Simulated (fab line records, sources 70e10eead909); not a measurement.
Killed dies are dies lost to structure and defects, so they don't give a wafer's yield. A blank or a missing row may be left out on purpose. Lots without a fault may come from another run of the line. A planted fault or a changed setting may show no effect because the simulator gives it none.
Which tool did it? | flow nand_harc | 13 lots, 39 wafers sampled, at 5 steps of a route of 1159

WHAT THE GAUGES READ, wafer by wafer
NHARC_A_SGD_CUT_THK_MEAS_22: measures by ellipsometry. Usual: thk_nm 148.0 nm, standard deviation 1.5.
lot  | measured     | on            | thk_nm (nm)       | flag
L878 | day 14 09:01 | film_metro-01 | 148.2 146.2 147.5 |
L879 | day 14 09:01 | film_metro-02 | 151.3 149.6 148.2 |
L880 | day 14 18:08 | film_metro-01 | 144.3 149.2 146.2 |
L881 | day 14 18:08 | film_metro-02 | 147.4 146.2 147.8 |
L883 | day 15 01:43 | film_metro-02 | 148.5 147.2 147.9 |
L886 | day 16 09:02 | film_metro-01 | 146.5 145.8 146.2 |
L889 | day 16 09:11 | film_metro-01 | 146.3 146.8 147.5 |
L892 | day 17 08:25 | film_metro-01 | 147.0 149.3 145.4 |
L891 | day 17 08:25 | film_metro-02 | 146.4 149.8 147.6 |
L894 | day 18 14:35 | film_metro-01 | 146.5 150.3 149.2 |
L896 | day 18 14:44 | film_metro-01 | 152.5 153.4 148.2 |
L901 | day 19 07:08 | film_metro-02 | 147.0 147.7 149.2 |
L900 | day 19 07:08 | film_metro-01 | 146.9 146.3 147.4 |

NHARC_END_SORT_01. Usual: killed_at_array 28, standard deviation 11; killed_at_other 0.8, standard deviation 1.1; killed_at_periphery 3.3, standard deviation 2.8; killed_dies 32, standard deviation 11; killed_open 3.3, standard deviation 1.9; killed_short 1.9, standard deviation 1.4.
lot  | measured     | on        | killed_at_array | killed_at_other | killed_at_periphery | killed_dies | killed_open | killed_short | flag
L889 | day 22 06:13 | prober-01 | 27 30 31        | 1 0 0           | 3 1 3               | 31 31 34    | 6 2 5       | 3 7 1        |
L891 | day 22 14:04 | prober-01 | 37 39 36        | 0 0 0           | 2 9 6               | 39 48 42    | 2 3 2       | 5 3 3        |
L894 | day 24 01:06 | prober-01 | 18 9 14         | 0 0 0           | 1 3 1               | 19 12 15    | 1 4 1       | 2 1 1        |
L900 | day 24 16:46 | prober-01 | 21 23 29        | 0 0 0           | 3 3 4               | 24 26 33    | 3 1 4       | 1 2 3        |

WHICH TOOL RAN EACH LOT (tool, then ch and the chambers of the sampled wafers, then the start)
lot  | NHARC_A_STAIRCASE_CMP_472     | NHARC_A_SGD_CUT_DEP_00          | NHARC_A_SGD_CUT_ETCH_59
L878 | cmp-04 ch 1,2, day 14 01:20   | pecvd-02 ch 0,2, day 14 01:44   | rie_diel-10 ch 0,1, day 14 02:52
L879 | cmp-02 ch 1,3, day 14 01:50   | pecvd-02 ch 1,2, day 14 02:15   | rie_diel-13 ch 0,2,3, day 14 03:12
L880 | cmp-01 ch 1,2, day 14 10:43   | pecvd-02 ch 0,1,2, day 14 11:10 | rie_diel-13 ch 0,1,2, day 14 12:15
L881 | cmp-01 ch 0,3, day 14 12:07   | pecvd-04 ch 0,1,2, day 14 12:37 | rie_diel-10 ch 0,1,3, day 14 13:46
L883 | cmp-02 ch 0,2, day 14 16:52   | pecvd-02 ch 1,2, day 14 17:20   | rie_diel-13 ch 2,3, day 14 18:22
L886 | cmp-02 ch 0,1,2, day 16 01:52 | pecvd-02 ch 0,1, day 16 02:17   | rie_diel-10 ch 1,2,3, day 16 03:16
L889 | cmp-01 ch 0,1,2, day 16 04:25 | pecvd-04 ch 1,2, day 16 04:48   | rie_diel-10 ch 0,1, day 16 05:53
L892 | cmp-02 ch 1,2, day 17 01:23   | pecvd-02 ch 0,1,2, day 17 01:58 | rie_diel-13 ch 0,2,3, day 17 03:05
L891 | cmp-01 ch 0,1,3, day 17 01:26 | pecvd-02 ch 0,2, day 17 01:50   | rie_diel-09 ch 1,2,3, day 17 02:55
L894 | cmp-04 ch 1,2,3, day 18 06:59 | pecvd-02 ch 0,1, day 18 07:20   | rie_diel-09 ch 0,2, day 18 08:28
L896 | cmp-01 ch 0,2,3, day 18 09:25 | pecvd-02 ch 0,1,2, day 18 10:06 | rie_diel-09 ch 0,1,3, day 18 11:13
L901 | cmp-02 ch 1,2,3, day 18 23:44 | pecvd-03 ch 0,2, day 19 00:22   | rie_diel-13 ch 0,2, day 19 01:26
L900 | cmp-02 ch 0,1,2, day 19 00:17 | pecvd-03 ch 0,1,2, day 19 00:42 | rie_diel-13 ch 0,2,3, day 19 01:55
- NHARC_A_STAIRCASE_CMP_472: polishes SiO2.
- NHARC_A_SGD_CUT_DEP_00: deposits SiNx, target thk 50 nm.
- NHARC_A_SGD_CUT_ETCH_59: etches the open film in N2/H2, target depth 260 nm, time 406.25 s.

WHAT THE TOOLS THEMSELVES READ (means of the sampled wafers that have a number; where no wafer has one, the mark that the record gives instead)
NHARC_A_STAIRCASE_CMP_472. Usual: motor_current_A 12.1 A, standard deviation 1.2.
lot  | tool   | motor_current_A (A) | flag
L878 | cmp-04 | 12.1                |
L879 | cmp-02 | 11.0                |
L880 | cmp-01 | 12.0                |
L881 | cmp-01 | 11.0                |
L883 | cmp-02 | 11.3                |
L886 | cmp-02 | 11.8                |
L889 | cmp-01 | 12.8                |
L892 | cmp-02 | 12.2                |
L891 | cmp-01 | 11.4                |
L894 | cmp-04 | 12.9                |
L896 | cmp-01 | 11.9                |
L901 | cmp-02 | 11.7                |
L900 | cmp-02 | 11.4                |

NHARC_A_SGD_CUT_DEP_00. Usual: heater_power_outer_w 418 W, standard deviation 60; heater_power_w 703 W, standard deviation 96; susceptor_temp_C 399.99 C, standard deviation 0.22.
lot  | tool     | heater_power_outer_w (W) | heater_power_w (W) | susceptor_temp_C (C) | flag
L878 | pecvd-02 | 433                      | 735                | 400.01               |
L879 | pecvd-02 | 417                      | 689                | 400.20               |
L880 | pecvd-02 | 437                      | 720                | 400.00               |
L881 | pecvd-04 | 392                      | 677                | 399.86               |
L883 | pecvd-02 | 386                      | 632                | 399.85               |
L886 | pecvd-02 | 455                      | 771                | 399.91               |
L889 | pecvd-04 | 434                      | 721                | 399.83               |
L892 | pecvd-02 | 403                      | 678                | 399.97               |
L891 | pecvd-02 | 480                      | 796                | 399.96               |
L894 | pecvd-02 | 412                      | 671                | 400.08               |
L896 | pecvd-02 | 430                      | 714                | 400.04               |
L901 | pecvd-03 | 390                      | 654                | 400.36               |
L900 | pecvd-03 | 357                      | 622                | 399.72               |

NHARC_A_SGD_CUT_ETCH_59. Usual: bias_w 150.1 W, standard deviation 0.42; drypump_motor_current_A 5.6 A, standard deviation 0.55; oes_product_au 0.997 a.u., standard deviation 0.013; rf_vpp_V 430.6 V, standard deviation 2.2; showerhead_plenum_p_Torr 2.05 Torr, standard deviation 0.073; throttle_valve_pct 14.172 %, standard deviation 0.0087.
lot  | tool        | bias_w (W) | drypump_motor_current_A (A) | oes_product_au (a.u.) | rf_vpp_V (V) | showerhead_plenum_p_Torr (Torr) | throttle_valve_pct (%) | flag
L878 | rie_diel-10 | 150.3      | 5.5                         | 1.001                 | 429.5        | 2.04                            | 14.169                 |
L879 | rie_diel-13 | 150.7      | 5.6                         | 0.993                 | 429.8        | 2.02                            | 14.165                 |
L880 | rie_diel-13 | 150.1      | 5.7                         | 0.986                 | 429.7        | 2.01                            | 14.163                 |
L881 | rie_diel-10 | 150.0      | 5.5                         | 0.995                 | 431.2        | 2.07                            | 14.174                 |
L883 | rie_diel-13 | 149.9      | 5.5                         | 0.989                 | 428.7        | 2.00                            | 14.174                 |
L886 | rie_diel-10 | 149.9      | 5.8                         | 0.979                 | 431.3        | 2.10                            | 14.162                 |
L889 | rie_diel-10 | 149.9      | 5.1                         | 0.984                 | 432.0        | 2.07                            | 14.166                 |
L892 | rie_diel-13 | 150.1      | 5.6                         | 0.989                 | 429.4        | 2.02                            | 14.167                 |
L891 | rie_diel-09 | 150.1      | 5.6                         | 1.004                 | 429.4        | 2.00                            | 14.169                 |
L894 | rie_diel-09 | 149.9      | 5.8                         | 1.007                 | 428.6        | 1.98                            | 14.170                 |
L896 | rie_diel-09 | 149.8      | 5.4                         | 0.997                 | 431.9        | 2.08                            | 14.156                 |
L901 | rie_diel-13 | 149.9      | 5.7                         | 0.990                 | 428.9        | 1.97                            | 14.170                 |
L900 | rie_diel-13 | 150.3      | 5.5                         | 0.990                 | 429.5        | 2.01                            | 14.174                 |

THE ANSWER, worked out from the rows above alone
Rule: a lot is off if the mean of its wafers that have a number lies more than 3 standard deviations from the usual mean. A lot without any number at a reading at which 4 lots or more have one is off too. The other lots that the step has rows for count as sound. The gauges are gone through in route order, then the tools' own readings, and for those a lot's mean is taken as printed above. The first step at which some lot is off is used, and at that step the reading that is off furthest; a lot without a number counts as furthest.
No lot is off at any reading shown: from this, nothing can be told.

WHAT THE SIMULATOR HAD PUT IN
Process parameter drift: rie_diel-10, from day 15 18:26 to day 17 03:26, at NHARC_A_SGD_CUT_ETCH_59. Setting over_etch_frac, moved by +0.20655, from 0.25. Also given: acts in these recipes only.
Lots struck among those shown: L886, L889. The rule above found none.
